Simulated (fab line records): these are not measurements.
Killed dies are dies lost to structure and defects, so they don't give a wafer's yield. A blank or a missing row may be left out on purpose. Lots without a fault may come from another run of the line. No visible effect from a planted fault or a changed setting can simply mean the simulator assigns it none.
Chamber matching || flow n5Finfet || N5_HKMG_FIN_ALD_79 on aldMetal-03 has 4 sister chambers
The step deposits TiN, target thk 1.5 nm, pulse time 1 s, purge time 3 s. 8 wafers are shown with their chamber, then 8 later ones without.

WAFERS PAIRED WITH THEIR CHAMBERS
{"wafer": "L081.3", "chamber": 3, "heaterPowerW (W)": 898, "precursorPulseHeightRel": 0.970}
{"wafer": "L081.6", "chamber": 0, "heaterPowerW (W)": 805, "precursorPulseHeightRel": 1.013}
{"wafer": "L088.1", "chamber": 1, "heaterPowerW (W)": 851, "precursorPulseHeightRel": 1.006}
{"wafer": "L088.5", "chamber": 2, "heaterPowerW (W)": 941, "precursorPulseHeightRel": 1.002}
{"wafer": "L089.1", "chamber": 0, "heaterPowerW (W)": 797, "precursorPulseHeightRel": 0.997}
{"wafer": "L089.2", "chamber": 1, "heaterPowerW (W)": 866, "precursorPulseHeightRel": 1.011}
{"wafer": "L089.3", "chamber": 2, "heaterPowerW (W)": 963, "precursorPulseHeightRel": 1.027}
{"wafer": "L089.4", "chamber": 3, "heaterPowerW (W)": 894, "precursorPulseHeightRel": 1.011}

WAFERS WHOSE CHAMBER IS MISSING
{"wafer": "L089.5", "heaterPowerW (W)": 824, "precursorPulseHeightRel": 0.981}
{"wafer": "L089.6", "heaterPowerW (W)": 851, "precursorPulseHeightRel": 1.000}
{"wafer": "L092.1", "heaterPowerW (W)": 808, "precursorPulseHeightRel": 1.042}
{"wafer": "L092.2", "heaterPowerW (W)": 898, "precursorPulseHeightRel": 0.998}
{"wafer": "L092.3", "heaterPowerW (W)": 935, "precursorPulseHeightRel": 0.974}
{"wafer": "L092.4", "heaterPowerW (W)": 860, "precursorPulseHeightRel": 1.027}
{"wafer": "L092.5", "heaterPowerW (W)": 868, "precursorPulseHeightRel": 0.988}
{"wafer": "L092.6", "heaterPowerW (W)": 800, "precursorPulseHeightRel": 0.967}

CHAMBER TAKEN BY EACH
{"wafer": "L089.5", "from the rows above": "can't be placed: 0 or 1", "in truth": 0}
{"wafer": "L089.6", "from the rows above": 1, "in truth": 1}
{"wafer": "L092.1", "from the rows above": 0, "in truth": 0}
{"wafer": "L092.2", "from the rows above": 3, "in truth": 3}
{"wafer": "L092.3", "from the rows above": "can't be placed: 2 or 3", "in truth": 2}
{"wafer": "L092.4", "from the rows above": 1, "in truth": 1}
{"wafer": "L092.5", "from the rows above": "can't be placed: 1 or 3", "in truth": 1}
{"wafer": "L092.6", "from the rows above": 0, "in truth": 0}
Placed correctly: 5 of 8. From these rows, 3 cannot be placed; in 3 the true chamber is one of the candidates. Placed wrongly: 0.
How it was worked out, from the rows above alone: a wafer's distance from a chamber is the root of the sum, over the readings, of the square of ((its reading less the chamber's mean) divided by the reading's scatter). If the next closest chamber is less than 2 further off than the closest, the wafer can't be placed; otherwise it belongs to the closest. For every chamber, the mean is computed from those of its wafers that are shown. The scatter is the square root of a quotient: the sum, over the shown wafers, of each reading's squared deviation from its chamber's mean, divided by wafers minus chambers.
